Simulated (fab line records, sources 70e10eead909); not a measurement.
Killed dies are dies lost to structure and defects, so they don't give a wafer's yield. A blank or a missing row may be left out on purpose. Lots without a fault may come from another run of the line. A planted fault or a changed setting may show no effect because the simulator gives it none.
Chamber matching | flow nand_harc | NHARC_A_M1_DESCUM_14 on rie_diel-12: 4 sister chambers
The step chemistry O2, time 3 s. 4 wafers are shown with their chamber, then 8 later ones without.

WAFERS WITH THEIR CHAMBER
wafer  | chamber | drypump_motor_current_A (A)
L720.2 | 3       | 5.59
L720.3 | 2       | 5.83
L720.4 | 1       | 5.79
L726.2 | 0       | 5.96

WAFERS WITHOUT THEIR CHAMBER
wafer  | drypump_motor_current_A (A)
L726.5 | 5.59
L726.6 | 5.89
L729.2 | 5.91
L729.3 | 5.84
L729.4 | 5.97
L730.2 | 5.58
L730.4 | 5.78
L730.6 | 5.84

WHICH CHAMBER EACH WENT THROUGH
wafer  | from the rows above          | in truth
L726.5 | 3                            | 3
L726.6 | can't be placed: 2 or 0 or 1 | 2
L729.2 | can't be placed: 0 or 2      | 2
L729.3 | can't be placed: 2 or 1      | 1
L729.4 | 0                            | 0
L730.2 | 3                            | 3
L730.4 | can't be placed: 1 or 2      | 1
L730.6 | can't be placed: 2 or 1      | 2
Placed correctly: 3 of 8. Can't be placed from these rows: 5 (the true chamber is among the candidates in 5). Placed wrongly: 0.
How it was worked out, from the rows above alone: a wafer's distance from a chamber is the root of the sum, over the readings, of the square of ((its reading less the chamber's mean) divided by the reading's scatter). The wafer belongs to the nearest chamber; if the next one is less than 2 further off, it can't be placed. A chamber's mean is the mean of its shown wafers. The scatter: with one shown wafer a chamber, the root of the mean of the squares of how far each hidden wafer lies from its nearest shown one.
